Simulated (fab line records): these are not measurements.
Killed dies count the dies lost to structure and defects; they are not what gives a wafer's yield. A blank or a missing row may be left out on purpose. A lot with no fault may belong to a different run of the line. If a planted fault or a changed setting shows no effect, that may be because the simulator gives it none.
Which tool is to blame?	flow nand-harc	72 wafers from 24 lots sampled at 6 of the route's 1302 steps

## WHAT THE GAUGES SHOWED, per wafer
The record holds no reading of a measuring or inspecting step that can be judged against a usual standard deviation.

## EACH LOT AND THE TOOL THAT RAN IT (in order: tool; ch and the chambers of the sampled wafers; start)
lot	NHARC_P_M1_ANNEAL_31	NHARC_P_M2_PVD_20	NHARC_P_BONDPAD_DEP_00	NHARC_P_BONDPAD_DESCUM_11	NHARC_P_BONDPAD_ANNEAL_28	NHARC_P_BONDPAD_CMP_19
L074	rtp-anneal-02 ch 0, day 6 04:12	pvd-sputter-02, day 6 09:44 or earlier	pecvd-04 ch 1,2, day 6 09:44	rie-diel-13 ch 0,2, day 6 11:11	rtp-anneal-02 ch 0, day 6 12:51	cmp-04 ch 0,2, day 6 13:12
L075	rtp-anneal-02 ch 0, day 6 18:14	pvd-sputter-02, day 6 23:49 or earlier	pecvd-01 ch 1,2, day 6 23:49	rie-diel-06 ch 0,2,3, day 7 01:08	rtp-anneal-02 ch 0, day 7 02:48	cmp-02 ch 1,2, day 7 03:10
L076	rtp-anneal-01 ch 0, day 6 23:19	pvd-sputter-03, day 7 05:21 or earlier	pecvd-01 ch 0,1,2, day 7 05:21	rie-diel-06 ch 0,1, day 7 06:49	rtp-anneal-01 ch 0, day 7 08:32	cmp-04 ch 0,2, day 7 08:53
L077	rtp-anneal-02 ch 0, day 7 14:06	pvd-sputter-02, day 7 21:59 or earlier	pecvd-03 ch 0,1, day 7 21:59 or earlier	rie-diel-07 ch 2,3, day 7 21:59	rtp-anneal-01 ch 0, day 8 00:01	cmp-02 ch 0,1,3, day 8 00:18
L078	rtp-anneal-01 ch 0, day 7 23:24	pvd-sputter-01, day 8 06:27 or earlier	pecvd-01 ch 0,1, day 8 06:27 or earlier	rie-diel-13 ch 0,1, day 8 06:27	rtp-anneal-02 ch 0, day 8 08:14	cmp-02 ch 0,1,3, day 8 08:32
L079	rtp-anneal-01 ch 0, day 8 06:02	pvd-sputter-01, day 8 11:51 or earlier	pecvd-01 ch 0,1,2, day 8 11:51	rie-diel-06 ch 0,3, day 8 13:14	rtp-anneal-01 ch 0, day 8 15:01	cmp-02 ch 0,3, day 8 15:15
L080	rtp-anneal-01 ch 0, day 8 22:41	pvd-sputter-03, day 9 04:17 or earlier	pecvd-04 ch 1,2, day 9 04:17	rie-diel-06 ch 0,2,3, day 9 05:34	rtp-anneal-02 ch 0, day 9 07:14	cmp-04 ch 1,2, day 9 07:34
L081	rtp-anneal-02 ch 0, day 9 03:11	pvd-sputter-02, day 9 10:16 or earlier	pecvd-03 ch 0,1, day 9 10:16 or earlier	rie-diel-13 ch 1,3, day 9 10:16	rtp-anneal-01 ch 0, day 9 11:56	cmp-04 ch 1,2, day 9 12:19
L082	rtp-anneal-02 ch 0, day 9 20:00	pvd-sputter-02, day 10 01:46 or earlier	pecvd-01 ch 0,2, day 10 01:46	rie-diel-06 ch 2,3, day 10 03:13	rtp-anneal-02 ch 0, day 10 04:56	cmp-03 ch 0,2,3, day 10 05:16
L083	rtp-anneal-01 ch 0, day 10 04:18	pvd-sputter-03, day 10 09:59 or earlier	pecvd-03 ch 0,2, day 10 09:59	rie-diel-07 ch 0,1,3, day 10 11:34	rtp-anneal-02 ch 0, day 10 13:14	cmp-03 ch 0,1,3, day 10 13:37
L084	rtp-anneal-01 ch 0, day 10 23:05	pvd-sputter-01, day 11 06:04 or earlier	pecvd-01 ch 0,1, day 11 06:04 or earlier	rie-diel-13 ch 1,2,3, day 11 06:04	rtp-anneal-01 ch 0, day 11 07:46	cmp-02 ch 2,3, day 11 08:05
L085	rtp-anneal-02 ch 0, day 11 06:31	pvd-sputter-02, day 11 12:01 or earlier	pecvd-04 ch 0,1, day 11 12:01	rie-diel-07 ch 0,1, day 11 13:19	rtp-anneal-02 ch 0, day 11 15:05	cmp-02 ch 1,3, day 11 15:22
L086	rtp-anneal-02 ch 0, day 11 07:25	pvd-sputter-03, day 11 13:34 or earlier	pecvd-03 ch 1,2, day 11 13:34	rie-diel-13 ch 0,1,2, day 11 15:02	rtp-anneal-01 ch 0, day 11 16:53	cmp-02 ch 0,1, day 11 17:20
L087	rtp-anneal-02 ch 0, day 12 11:17	pvd-sputter-03, day 12 16:43 or earlier	pecvd-03 ch 0,2, day 12 16:43	rie-diel-07 ch 0,1, day 12 18:09	rtp-anneal-02 ch 0, day 12 19:53	cmp-04 ch 2,3, day 12 20:13
L088	rtp-anneal-02 ch 0, day 12 12:19	pvd-sputter-01, day 12 17:43 or earlier	pecvd-01 ch 0,1,2, day 12 17:43	rie-diel-06 ch 1,2, day 12 19:02	rtp-anneal-02 ch 0, day 12 20:51	cmp-04 ch 1,2,3, day 12 21:06
L090	rtp-anneal-01 ch 0, day 12 22:17	pvd-sputter-03, day 13 03:57 or earlier	pecvd-01 ch 0,1,2, day 13 03:57	rie-diel-06 ch 0,2,3, day 13 05:19	rtp-anneal-02 ch 0, day 13 07:04	cmp-02 ch 0,1,2, day 13 07:22
L089	rtp-anneal-02 ch 0, day 12 22:58	pvd-sputter-01, day 13 04:27 or earlier	pecvd-04 ch 0,2, day 13 04:27	rie-diel-06 ch 2,3, day 13 05:53	rtp-anneal-02 ch 0, day 13 07:37	cmp-02 ch 0,1,2, day 13 07:56
L091	rtp-anneal-02 ch 0, day 13 06:06	pvd-sputter-03, day 13 11:49 or earlier	pecvd-03 ch 0,2, day 13 11:49	rie-diel-13 ch 1,3, day 13 13:16	rtp-anneal-01 ch 0, day 13 14:57	cmp-02 ch 0,2,3, day 13 15:20
L092	rtp-anneal-02 ch 0, day 13 19:24	pvd-sputter-01, day 14 02:12 or earlier	pecvd-03 ch 0,1,2, day 14 02:12 or earlier	rie-diel-13 ch 1,2,3, day 14 02:12	rtp-anneal-01 ch 0, day 14 03:52	cmp-03 ch 1,2,3, day 14 04:13
L093	rtp-anneal-02 ch 0, day 14 08:28	pvd-sputter-02, day 14 14:00 or earlier	pecvd-01 ch 0,1,2, day 14 14:00	rie-diel-13 ch 0,1,2, day 14 15:20	rtp-anneal-02 ch 0, day 14 17:01	cmp-03 ch 0,1,3, day 14 17:22
L094	rtp-anneal-01 ch 0, day 14 16:52	pvd-sputter-01, day 14 22:28 or earlier	pecvd-03 ch 0,1, day 14 22:28	rie-diel-13 ch 0,1,3, day 14 23:54	rtp-anneal-01 ch 0, day 15 01:59	cmp-04 ch 0,1,2, day 15 02:17
L096	rtp-anneal-01 ch 0, day 15 13:52	pvd-sputter-01, day 15 19:33 or earlier	pecvd-04 ch 0,1,2, day 15 19:33	rie-diel-06 ch 2,3, day 15 20:50	rtp-anneal-01 ch 0, day 15 22:34	cmp-04 ch 0,2,3, day 15 22:57
L095	rtp-anneal-02 ch 0, day 15 14:27	pvd-sputter-02, day 15 20:02 or earlier	pecvd-03 ch 0,2, day 15 20:02	rie-diel-06 ch 0,1,3, day 15 21:29	rtp-anneal-02 ch 0, day 15 23:10	cmp-02 ch 0,3, day 15 23:30
L097	rtp-anneal-01 ch 0, day 16 00:10	pvd-sputter-03, day 16 05:38 or earlier	pecvd-03 ch 1,2, day 16 05:38	rie-diel-13 ch 0,2,3, day 16 06:55	rtp-anneal-01 ch 0, day 16 08:35	cmp-02 ch 1,3, day 16 08:58
- NHARC_P_M1_ANNEAL_31: time 90 s.
- NHARC_P_M2_PVD_20: deposits TaN, target thk 5 nm, time 8.06 s.
- NHARC_P_BONDPAD_DEP_00: deposits SiCN, target thk 250 nm.
- NHARC_P_BONDPAD_DESCUM_11: chemistry O2, time 3 s.
- NHARC_P_BONDPAD_ANNEAL_28: time 90 s.
- NHARC_P_BONDPAD_CMP_19: polishes, t overpolish 30 s, cu recess touch 16 s, target thk 160.81 nm.

## AS READ BY THE TOOLS THEMSELVES (means over the sampled wafers that have a number; for cases with no such wafer, the mark the record gives instead)
NHARC_P_M1_ANNEAL_31.
lot	tool	wafer_temp_C_max
L074	rtp-anneal-02	225.92
L075	rtp-anneal-02	225.70
L076	rtp-anneal-01	225.86
L077	rtp-anneal-02	225.80
L078	rtp-anneal-01	225.62
L079	rtp-anneal-01	225.78
L080	rtp-anneal-01	225.62
L081	rtp-anneal-02	225.81
L082	rtp-anneal-02	225.64
L083	rtp-anneal-01	225.69
L084	rtp-anneal-01	225.71
L085	rtp-anneal-02	226.06
L086	rtp-anneal-02	226.01
L087	rtp-anneal-02	225.74
L088	rtp-anneal-02	225.95
L090	rtp-anneal-01	225.49
L089	rtp-anneal-02	225.75
L091	rtp-anneal-02	225.71
L092	rtp-anneal-02	225.83
L093	rtp-anneal-02	225.75
L094	rtp-anneal-01	225.68
L096	rtp-anneal-01	225.37
L095	rtp-anneal-02	225.77
L097	rtp-anneal-01	225.55

NHARC_P_M2_PVD_20.
lot	tool	chamber-pressure-pa (Pa)	substrate-temp-c (C)	throttle-valve-pct (%)
L074	pvd-sputter-02	0.11993	49.95	30.4
L075	pvd-sputter-02	0.11985	50.09	30.0
L076	pvd-sputter-03	0.11967	50.16	29.5
L077	pvd-sputter-02	0.12012	50.19	29.5
L078	pvd-sputter-01	0.11985	50.07	30.7
L079	pvd-sputter-01	0.12011	49.95	31.3
L080	pvd-sputter-03	0.12007	50.00	30.0
L081	pvd-sputter-02	0.12001	50.02	29.4
L082	pvd-sputter-02	0.12005	50.20	28.8
L083	pvd-sputter-03	0.12031	49.94	30.2
L084	pvd-sputter-01	0.11991	50.05	30.3
L085	pvd-sputter-02	0.11984	50.04	30.3
L086	pvd-sputter-03	0.11985	49.92	30.1
L087	pvd-sputter-03	0.11980	49.98	30.1
L088	pvd-sputter-01	0.12001	49.99	31.1
L090	pvd-sputter-03	0.11997	50.15	30.1
L089	pvd-sputter-01	0.11980	50.12	31.5
L091	pvd-sputter-03	0.11978	49.99	30.0
L092	pvd-sputter-01	0.12012	50.09	31.2
L093	pvd-sputter-02	0.11992	50.01	30.7
L094	pvd-sputter-01	0.11980	50.05	31.0
L096	pvd-sputter-01	0.11982	49.93	30.2
L095	pvd-sputter-02	0.11998	50.00	29.7
L097	pvd-sputter-03	0.11993	49.98	30.2

NHARC_P_BONDPAD_DEP_00.
lot	tool	chamber-pressure-Torr (Torr)	heater-power-w (W)
L074	pecvd-04	2.998	537
L075	pecvd-01	3.001	606
L076	pecvd-01	3.005	580
L077	pecvd-03	3.009	663
L078	pecvd-01	3.003	580
L079	pecvd-01	2.992	597
L080	pecvd-04	3.002	513
L081	pecvd-03	2.992	659
L082	pecvd-01	3.002	530
L083	pecvd-03	3.000	611
L084	pecvd-01	2.999	639
L085	pecvd-04	2.999	648
L086	pecvd-03	3.009	627
L087	pecvd-03	2.998	651
L088	pecvd-01	3.003	600
L090	pecvd-01	3.001	571
L089	pecvd-04	2.995	457
L091	pecvd-03	2.997	660
L092	pecvd-03	2.999	605
L093	pecvd-01	2.999	606
L094	pecvd-03	2.997	637
L096	pecvd-04	3.003	526
L095	pecvd-03	2.997	605
L097	pecvd-03	3.003	610

NHARC_P_BONDPAD_DESCUM_11.
lot	tool	chamber-pressure-mTorr (mTorr)	drypump-motor-current-A (A)	oes-product-au (a.u.)	rf-vpp-V (V)	showerhead-plenum-p-Torr (Torr)	throttle-valve-pct (%)
L074	rie-diel-13	59.99	5.6	0.992	57.2	1.84	11.315
L075	rie-diel-06	60.05	5.5	0.997	57.5	2.00	11.318
L076	rie-diel-06	59.94	5.5	1.009	57.9	1.96	11.307
L077	rie-diel-07	59.99	5.4	0.986	58.4	1.82	11.309
L078	rie-diel-13	59.97	4.9	1.013	58.5	1.99	11.319
L079	rie-diel-06	60.01	5.4	0.990	58.2	2.01	11.316
L080	rie-diel-06	60.02	5.5	0.990	57.3	1.99	11.309
L081	rie-diel-13	60.02	5.3	1.007	58.1	2.01	11.312
L082	rie-diel-06	59.93	5.7	0.991	58.1	1.98	11.314
L083	rie-diel-07	60.04	5.6	1.000	57.6	1.93	11.308
L084	rie-diel-13	60.01	5.6	1.002	58.1	1.93	11.308
L085	rie-diel-07	59.95	5.8	1.001	58.4	1.99	11.307
L086	rie-diel-13	59.98	5.2	1.010	57.7	1.92	11.312
L087	rie-diel-07	60.03	5.7	1.002	58.2	1.95	11.300
L088	rie-diel-06	60.03	5.6	1.006	57.2	1.96	11.308
L090	rie-diel-06	59.96	5.5	1.007	58.1	1.99	11.316
L089	rie-diel-06	59.99	5.6	1.002	57.7	1.98	11.308
L091	rie-diel-13	59.94	5.7	1.001	58.2	1.98	11.318
L092	rie-diel-13	60.01	5.6	1.004	57.6	1.93	11.315
L093	rie-diel-13	60.06	5.2	1.006	57.7	1.92	11.315
L094	rie-diel-13	60.01	5.3	1.009	58.4	1.97	11.316
L096	rie-diel-06	59.93	5.6	0.998	58.2	1.98	11.310
L095	rie-diel-06	60.00	5.6	0.987	57.4	1.98	11.317
L097	rie-diel-13	60.01	5.6	1.003	57.8	1.89	11.308

NHARC_P_BONDPAD_ANNEAL_28.
lot	tool	wafer_temp_C_max
L074	rtp-anneal-02	225.87
L075	rtp-anneal-02	225.91
L076	rtp-anneal-01	225.70
L077	rtp-anneal-01	225.56
L078	rtp-anneal-02	225.70
L079	rtp-anneal-01	225.78
L080	rtp-anneal-02	225.76
L081	rtp-anneal-01	225.75
L082	rtp-anneal-02	225.72
L083	rtp-anneal-02	225.63
L084	rtp-anneal-01	225.50
L085	rtp-anneal-02	225.67
L086	rtp-anneal-01	225.39
L087	rtp-anneal-02	225.74
L088	rtp-anneal-02	225.56
L090	rtp-anneal-02	226.02
L089	rtp-anneal-02	225.89
L091	rtp-anneal-01	225.51
L092	rtp-anneal-01	226.16
L093	rtp-anneal-02	225.87
L094	rtp-anneal-01	225.76
L096	rtp-anneal-01	225.73
L095	rtp-anneal-02	225.67
L097	rtp-anneal-01	225.57

NHARC_P_BONDPAD_CMP_19.
lot	tool	edge-zone-pressure-frac	motor-current-A (A)	overpolish-run-s (s)
L074	cmp-04	0.999	13.2	30.000
L075	cmp-02	0.998	11.9	30.002
L076	cmp-04	0.998	12.9	30.007
L077	cmp-02	1.002	10.6	29.996
L078	cmp-02	1.001	10.7	29.995
L079	cmp-02	0.998	10.5	29.995
L080	cmp-04	0.996	12.2	30.007
L081	cmp-04	0.996	12.3	29.999
L082	cmp-03	0.998	12.5	29.989
L083	cmp-03	1.000	13.0	30.000
L084	cmp-02	1.003	11.7	29.992
L085	cmp-02	0.998	10.9	29.999
L086	cmp-02	0.997	9.7	30.003
L087	cmp-04	1.000	12.0	30.003
L088	cmp-04	0.999	12.2	30.004
L090	cmp-02	0.996	10.9	30.005
L089	cmp-02	0.997	11.4	29.995
L091	cmp-02	1.003	11.2	29.997
L092	cmp-03	0.998	12.0	30.002
L093	cmp-03	0.995	12.4	30.005
L094	cmp-04	0.999	12.6	29.993
L096	cmp-04	0.993	12.0	29.996
L095	cmp-02	1.001	11.1	29.992
L097	cmp-02	0.999	11.2	30.001

## THE ANSWER, worked out from the rows above alone
Rule: what is usual is taken from the lots themselves. The widest of any qualifying gaps counts: lots, ordered by their means at a reading, are off when they make up no more than a third of the lots, leave a main group of 4 or more, and stand apart from it by 3 or more times the standard deviation of that group's means. A main group is skipped when, at the precision printed for the reading in the tables above, its means are all equal. A lot without any number at a reading at which 4 lots or more have one is off too. All remaining lots with rows at the step are treated as sound. First the gauges in route order, then the tools' own readings, where a lot's mean is used as printed above. At the first step where some lot is off, the reading lying furthest off is the one used; lots without a number count as furthest.
Nothing can be told from this: no lot is off at any reading shown.

## WHAT WAS PUT IN BY THE SIMULATOR
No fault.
